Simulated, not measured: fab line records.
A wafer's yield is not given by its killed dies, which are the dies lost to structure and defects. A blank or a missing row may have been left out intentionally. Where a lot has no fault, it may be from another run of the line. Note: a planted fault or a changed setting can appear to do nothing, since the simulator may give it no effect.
A lot that was struck, set against a sound lot | flow n5-finfet | 15 steps out of a route of 1938
Sound: these wafers, L757.2, L757.3, L757.6. Struck: wafers L771.3, L771.6. (L771.2 of the same lot was not struck and is left out.) The cause comes at the end.
Order at every step that has rows: each side's tool, ch and its chambers, its first start. Under that, the readings that differ: sound wafers | struck wafers | difference of the means | sigmas: that difference in standard deviations of wafers without a fault.
alike: a reading whose means differ by less than 2 such deviations, as well as words and numbers matching on both sides. not compared: withheld readings; readings where some wafer has no value; bounds like >300 that might hide an equal value; numbers whose values overlap and for which the record gives no deviation.
A row with sigmas, a row that says differs or no value, or rows on one side alone: a step with any of these is where the two part. Numbers that have no deviation but don't overlap get no sigmas and don't part them. A reading missing from all wafers of one side parts the sides only when that side holds two or more wafers.

first, 2 steps without rows for these wafers: N5_FIN_CUT_DESCUM_13 (chemistry O2, time 7 s); N5_FIN_CUT_ETCH_30 (etches underlayer in N2/H2, target depth 13 nm, time 10.4 s).
N5_FIN_CUT_ETCH_20: etches SiARC in CF4, target depth 26 nm, time 43.3 s.
  sound on rie-diel-03 ch 1,2,3, day 2 22:31; struck on rie-diel-02 ch 2,3, day 6 10:10
  alike: drypump-motor-current-A, etch-rf-on-time-s, oes-product-au, rf-vpp-V, showerhead-plenum-p-Torr, throttle-valve-pct
  not compared: rf-hours-counter-h
then, 5 steps without rows for these wafers: N5_FIN_CUT_ETCH_21 (etches SOC in N2/H2, target depth 219 nm, overetch 43.8 nm, time 523.5 s); N5_FIN_CUT_STRIP_23 (strips in N2/H2); N5_FIN_CUT_STRIP_31 (strips in N2/H2); N5_FIN_CUT_STRIP_24 (strips in CF4); N5_FIN_CUT_CUT_ETCH_26 (etches SiNx in CH3F/O2, target depth 39 nm, time 55.7 s).
N5_FIN_CUT_CUT_ETCH_27: etches SiO2 in CHF3/O2, target depth 4 nm, overetch 2 nm, time 4.9 s.
  sound on rie-diel-03 ch 1,2,3, day 2 22:57; struck on rie-diel-02 ch 2,3, day 6 10:35
  alike: drypump-motor-current-A, oes-product-au, rf-vpp-V, showerhead-plenum-p-Torr, throttle-valve-pct
  not compared: rf-hours-counter-h
N5_FIN_CUT_PRECLEAN_35: cleans in vHF, time 13.3 s.
  sound on vapor-etch-01 ch 0,1, day 2 23:01; struck on vapor-etch-02 ch 1, day 6 10:39
  reading                     | sound       | struck  | difference | sigmas
  drypump-motor-current-A (A) | 5.9 6.0 5.9 | 5.1 5.1 | -0.8       | -2
N5_FIN_CUT_CUT_ETCH_15: etches Si in HBr/Cl2/O2, target depth 100 nm, bt time 10 s, time 42.4 s.
  sound on rie-si-05 ch 1,2, day 2 23:06; struck on rie-si-05 ch 0,2, day 6 10:44
  alike: drypump-motor-current-A, oes-product-au, throttle-valve-pct
  not compared: rf-hours-counter-h
N5_FIN_CUT_CUT_ETCH_28: etches Si in HBr/Cl2/O2, target depth 6 nm, time 2.4 s.
  sound on rie-si-05 ch 1,2, day 2 23:09; struck on rie-si-05 ch 0,2, day 6 10:47
  alike: drypump-motor-current-A, oes-product-au, throttle-valve-pct
  not compared: rf-hours-counter-h
N5_FIN_CUT_STRIP_22: strips in N2/H2.
  sound on rie-diel-03 ch 2,3, day 2 23:23; struck on rie-diel-03 ch 1, day 6 10:52
  reading                     | sound             | struck      | difference | sigmas
  drypump-motor-current-A (A) | 4.9 5.4 4.9       | 6.5 6.5     | +1.4       | +3
  power-w (W)                 | 497.4 499.8 498.9 | 584.5 584.6 | +85.8      | +50
  rf-vpp-V (V)                | 54.5 53.2 52.9    | 56.9 59.4   | +4.6       | +2
  alike: oes-product-au, showerhead-plenum-p-Torr, throttle-valve-pct
  not compared: rf-hours-counter-h
then, 1 step without rows for these wafers: N5_FIN_CUT_PRECLEAN_36 (cleans in O3/DIW, time 60 s).
-- a jump in the record: the struck wafers' starts before and after are 12 days apart (it breaks off in module FIN_CUT and resumes in module PASSIVATION, where the first step shown is number 1936 of the route) --
N5_PASSIVATION_PROBE_49:
  sound on prober-01, day 15 01:15; struck on prober-01, day 18 12:08
  reading         | sound    | struck | difference | sigmas
  killed_at_M4_up | 11 12 15 | 25 27  | +13        | +3
  alike: killed_at_M0_to_M3, killed-at-contacts, killed-at-front-end, killed-at-other, killed-dies, killed-on-rim, killed-open, killed-short

WHERE THEY PART
First at N5_FIN_CUT_PRECLEAN_35; last, within this record, at N5_PASSIVATION_PROBE_49.

WHY: the cause the simulator had injected
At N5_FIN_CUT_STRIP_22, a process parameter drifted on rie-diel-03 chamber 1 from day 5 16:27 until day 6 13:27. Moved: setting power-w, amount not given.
